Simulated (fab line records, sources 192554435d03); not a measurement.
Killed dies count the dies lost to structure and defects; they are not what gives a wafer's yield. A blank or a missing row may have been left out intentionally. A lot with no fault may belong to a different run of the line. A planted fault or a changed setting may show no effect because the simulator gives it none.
Which of the tools did it? -- flow n5Finfet -- 8 lots, 24 wafers sampled, at 8 steps of a route of 1938

WHAT EACH GAUGE READ, for each wafer
N5_ZERO_LAYER_INSPECT_20: inspects for defects (darkfield). Usual: 38 for rawDefectCount, sd 17.
lot,measured,on,rawDefectCount,flag
L656,day 1 19:26,defectInspect-02,42 41 27,
L659,day 2 13:17,defectInspect-02,73 58 72,
L664,day 3 20:20,defectInspect-01,978 1042 1018,OFF
L666,day 4 07:31,defectInspect-01,1008 1014 983,OFF
L671,day 5 13:26,defectInspect-02,25 26 37,
L674,day 6 07:23,defectInspect-01,28 43 16,
L675,day 6 13:25,defectInspect-02,38 39 39,
L678,day 7 07:23,defectInspect-01,31 34 42,

N5_WELL_APT_INSPECT_10: inspects for defects (macro). Usual: 2.0 for rawDefectCount, sd 1.4.
lot,measured,on,rawDefectCount,flag
L656,day 1 19:55,defectInspect-01,1 4 5,
L659,day 2 13:46,defectInspect-02,3 4 0,
L664,day 3 20:47,defectInspect-01,>300 >300 >300,OFF
L666,day 4 07:52,defectInspect-01,>300 >300 >300,OFF
L671,day 5 13:55,defectInspect-01,2 0 4,
L674,day 6 07:44,defectInspect-02,3 5 2,
L675,day 6 13:47,defectInspect-02,3 1 6,
L678,day 7 07:52,defectInspect-01,2 1 3,

N5_WELL_APT_CD_MEAS_25: target cd 200 nm. Usual: 201.0 nm for cdNm, sd 1.7.
lot,measured,on,cdNm (nm),flag
L656,day 1 21:16,cdSem-01,200.6 203.5 201.9,
L659,day 2 15:00,cdSem-02,198.0 202.0 202.1,
L664,day 3 21:52,cdSem-03,199.5 201.8 196.2,
L666,day 4 09:01,cdSem-03,200.8 203.6 200.0,
L671,day 5 14:59,cdSem-01,200.9 200.5 201.6,
L674,day 6 08:56,cdSem-01,204.1 202.2 200.0,
L675,day 6 15:04,cdSem-03,201.7 203.7 201.6,
L678,day 7 09:04,cdSem-01,201.0 199.8 202.0,

N5_WELL_APT_INSPECT_38: inspects for defects (darkfield). Usual: 13 for rawDefectCount, sd 5.9.
lot,measured,on,rawDefectCount,flag
L656,day 1 23:02,defectInspect-02,13 17 12,
L659,day 2 17:16,defectInspect-01,20 4 10,
L664,day 3 23:58,defectInspect-01,962 1024 985,OFF
L666,day 4 11:58,defectInspect-01,991 987 949,OFF
L671,day 5 17:16,defectInspect-01,24 20 26,
L674,day 6 10:53,defectInspect-02,23 11 8,
L675,day 6 17:08,defectInspect-02,22 28 15,
L678,day 7 11:01,defectInspect-01,9 14 12,

N5_BEOL_M4_RC_MEAS_101. Usual: DIBL_N 35.8 mV/V, standard deviation 1.6; DIBL_P 36.0 mV/V, standard deviation 2.1; IOFF_N 0.153 nA/um, standard deviation 0.026; IOFF_P 0.21 nA/um, standard deviation 0.037; ION_N 673 uA/um, standard deviation 11; ION_P 462 uA/um, standard deviation 7.6; SS_N 71.4 mV/dec, standard deviation 0.53; SS_P 73.2 mV/dec, standard deviation 0.67; VT_N 250 mV, standard deviation 3.2; VT_P -250 mV, standard deviation 3.7.
lot,measured,on,DIBL_N (mV/V),DIBL_P (mV/V),IOFF_N (nA/um),IOFF_P (nA/um),ION_N (uA/um),ION_P (uA/um),SS_N (mV/dec),SS_P (mV/dec),VT_N (mV),VT_P (mV),flag
L656,day 8 09:25,prober-02,35.3 37.4 35.5,36.1 37.9 35.7,0.139 0.165 0.137,0.18 0.20 0.18,670 675 673,453 460 456,71.1 71.7 71.6,73.2 73.4 72.4,252 250 253,-255 -250 -252,
L659,day 9 06:08,prober-01,37.5 37.4 36.8,36.1 36.3 35.5,0.193 0.183 0.180,0.24 0.25 0.24,691 685 697,468 471 476,71.4 70.9 70.6,73.7 73.9 72.9,245 246 245,-246 -243 -243,
L664,day 10 08:57,prober-01,35.2 35.3 36.4,35.2 35.7 37.6,0.136 0.153 0.168,0.18 0.20 0.22,671 688 688,462 468 469,71.4 70.8 71.9,73.4 72.8 72.6,250 249 246,-252 -249 -248,
L666,day 11 05:25,prober-01,35.2 37.1 36.0,36.0 39.2 37.5,0.160 0.186 0.160,0.18 0.24 0.22,670 670 675,455 452 460,71.9 71.4 71.9,73.3 74.0 73.7,251 246 249,-252 -250 -251,
L671,day 12 05:17,prober-02,35.6 37.7 36.3,34.1 36.3 34.5,0.139 0.164 0.134,0.19 0.22 0.19,669 667 669,461 461 459,71.6 71.1 71.4,73.0 73.8 73.2,252 252 251,-252 -251 -249,
L674,day 13 01:37,prober-01,36.5 37.5 34.7,36.6 37.0 35.0,0.159 0.174 0.136,0.20 0.21 0.18,669 680 661,459 464 460,71.4 72.2 70.6,73.7 73.4 72.9,253 250 253,-251 -249 -254,
L675,day 12 21:25,prober-02,33.9 35.2 35.8,35.1 36.3 37.1,0.134 0.168 0.181,0.19 0.23 0.23,659 673 680,463 466 460,70.9 71.8 72.2,73.0 73.2 73.5,254 248 249,-250 -246 -246,
L678,day 13 18:08,prober-01,38.3 34.6 35.0,36.3 32.5 33.8,0.182 0.124 0.136,0.21 0.17 0.18,675 668 665,454 456 461,71.5 71.3 71.1,73.9 72.6 73.1,248 254 249,-251 -253 -253,

TOOL THAT RAN EACH LOT (tool first, then ch and the chambers of the sampled wafers, then the start)
lot,N5_ZERO_LAYER_ETCH_18,N5_WELL_APT_DESCUM_30,N5_PMOS_HMC_CHANNEL_EPI_ETCH_38
L656,"rieSi-03 ch 0,3, day 1 18:56","rieDiel-06 ch 2,3, day 1 21:21","rieSi-04 ch 0,2, day 1 23:59"
L659,"rieSi-05 ch 2,3, day 2 12:50","rieDiel-06 ch 2,3, day 2 15:06","rieSi-01 ch 0,1,2, day 2 18:08"
L664,"rieSi-03 ch 1,2,3, day 3 19:52","rieDiel-01 ch 2,3, day 3 21:56","rieSi-04 ch 1,3, day 4 00:56"
L666,"rieSi-03 ch 1,2,3, day 4 06:56","rieDiel-01 ch 0,1,3, day 4 09:55","rieSi-01 ch 0,3, day 4 12:56"
L671,"rieSi-05 ch 2,3, day 5 12:59","rieDiel-01 ch 0,2,3, day 5 15:14","rieSi-01 ch 0,2,3, day 5 18:16"
L674,"rieSi-05 ch 0,3, day 6 06:55","rieDiel-05 ch 0,1,3, day 6 09:03","rieSi-06 ch 0,1,3, day 6 11:51"
L675,"rieSi-05 ch 0,1,2, day 6 12:55","rieDiel-01 ch 0,2,3, day 6 15:12","rieSi-01 ch 0,2,3, day 6 17:59"
L678,"rieSi-02 ch 1,3, day 7 06:55","rieDiel-01 ch 0,2, day 7 09:09","rieSi-01 ch 1,3, day 7 11:59"
- N5_ZERO_LAYER_ETCH_18: etches Si in HBr/Cl2, target depth 120 nm, time 40 s.
- N5_WELL_APT_DESCUM_30: chemistry O2, time 7.9 s.
- N5_PMOS_HMC_CHANNEL_EPI_ETCH_38: etches SiO2 in CF4, target depth 1.5 nm.

WHAT THE TOOLS THEMSELVES READ (means of the sampled wafers that have a number; where no wafer has one, the mark that the record gives instead)
N5_ZERO_LAYER_ETCH_18. Usual: drypumpMotorCurrentA 5.8 A, standard deviation 0.41; mfcCl2Sccm 79.99 sccm, standard deviation 0.23; oesProductAu 0.998 a.u., standard deviation 0.014; throttleValvePct 36.30 %, standard deviation 0.25.
lot,tool,drypumpMotorCurrentA (A),mfcCl2Sccm (sccm),oesProductAu (a.u.),throttleValvePct (%),flag
L656,rieSi-03,5.5,80.06,0.980,36.08,
L659,rieSi-05,5.7,79.76,1.008,36.58,
L664,rieSi-03,5.5,80.01,0.997,36.27,
L666,rieSi-03,5.5,80.03,0.989,36.28,
L671,rieSi-05,5.4,80.10,1.014,36.53,
L674,rieSi-05,6.0,79.97,1.011,36.63,
L675,rieSi-05,6.0,79.99,1.004,36.45,
L678,rieSi-02,6.1,80.08,1.001,36.41,

N5_WELL_APT_DESCUM_30. Usual: drypumpMotorCurrentA 5.7 A, standard deviation 0.54; oesProductAu 0.78 a.u., standard deviation 0.073; rfVppV 243.7 V, standard deviation 1.3; showerheadPlenumPTorr 2.13 Torr, standard deviation 0.063; throttleValvePct 20.53 %, standard deviation 0.25.
lot,tool,drypumpMotorCurrentA (A),oesProductAu (a.u.),rfVppV (V),showerheadPlenumPTorr (Torr),throttleValvePct (%),flag
L656,rieDiel-06,6.1,0.77,244.1,2.14,20.59,
L659,rieDiel-06,6.3,0.74,243.7,2.15,20.58,
L664,rieDiel-01,5.8,0.76,245.0,2.19,20.73,
L666,rieDiel-01,5.4,0.77,243.2,2.09,20.66,
L671,rieDiel-01,5.5,0.79,244.1,2.14,20.65,
L674,rieDiel-05,6.0,0.80,244.4,2.16,20.27,
L675,rieDiel-01,5.5,0.78,244.1,2.14,20.67,
L678,rieDiel-01,5.5,0.81,243.8,2.09,20.49,

N5_PMOS_HMC_CHANNEL_EPI_ETCH_38. Usual: cf4FlowSccm 79.98 sccm, standard deviation 0.23; drypumpMotorCurrentA 5.7 A, standard deviation 0.49; oesProductAu 0.994 a.u., standard deviation 0.014; throttleValvePct 21.77 %, standard deviation 0.19.
lot,tool,cf4FlowSccm (sccm),drypumpMotorCurrentA (A),oesProductAu (a.u.),throttleValvePct (%),flag
L656,rieSi-04,80.18,5.7,1.003,21.89,
L659,rieSi-01,79.99,5.7,0.984,21.60,
L664,rieSi-04,79.77,5.0,0.985,21.77,
L666,rieSi-01,80.18,5.7,1.003,21.77,
L671,rieSi-01,79.95,5.8,0.989,21.70,
L674,rieSi-06,79.97,5.9,0.994,21.86,
L675,rieSi-01,80.05,5.8,0.989,21.70,
L678,rieSi-01,79.90,5.6,1.008,21.75,

THE ANSWER, worked out from the rows above alone
Rule: take the mean of a lot's wafers that have a number; if it is more than 3 standard deviations from the usual mean, the lot is off. Also off: a lot with no number at a reading for which 4 or more lots have one. All remaining lots with rows at the step are treated as sound. After the gauges, taken in route order, come the tools' own readings; for these a lot's mean is taken, as printed above. At the first step where some lot is off, the reading lying furthest off is the one used; lots without a number count as furthest.
Off, at N5_ZERO_LAYER_INSPECT_20 on rawDefectCount: L664, L666.
A tool fits if, at a process step before that reading, it ran every lot that is off, and no sound lot after the first of them. Those tools and the gauges at N5_ZERO_LAYER_INSPECT_20 are tried in the same way. One candidate fits, namely rieSi-03 at N5_ZERO_LAYER_ETCH_18. Its last sound lot is L656 (day 1 18:56), its first lot that is off L664 (day 3 19:52): a fault that began between those two fits.

WHAT THE SIMULATOR HAD INSERTED
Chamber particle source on rieSi-03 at N5_ZERO_LAYER_ETCH_18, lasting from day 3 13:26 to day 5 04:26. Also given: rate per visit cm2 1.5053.
Shown lots that were struck: L664, L666. The rule above reached the same finding.
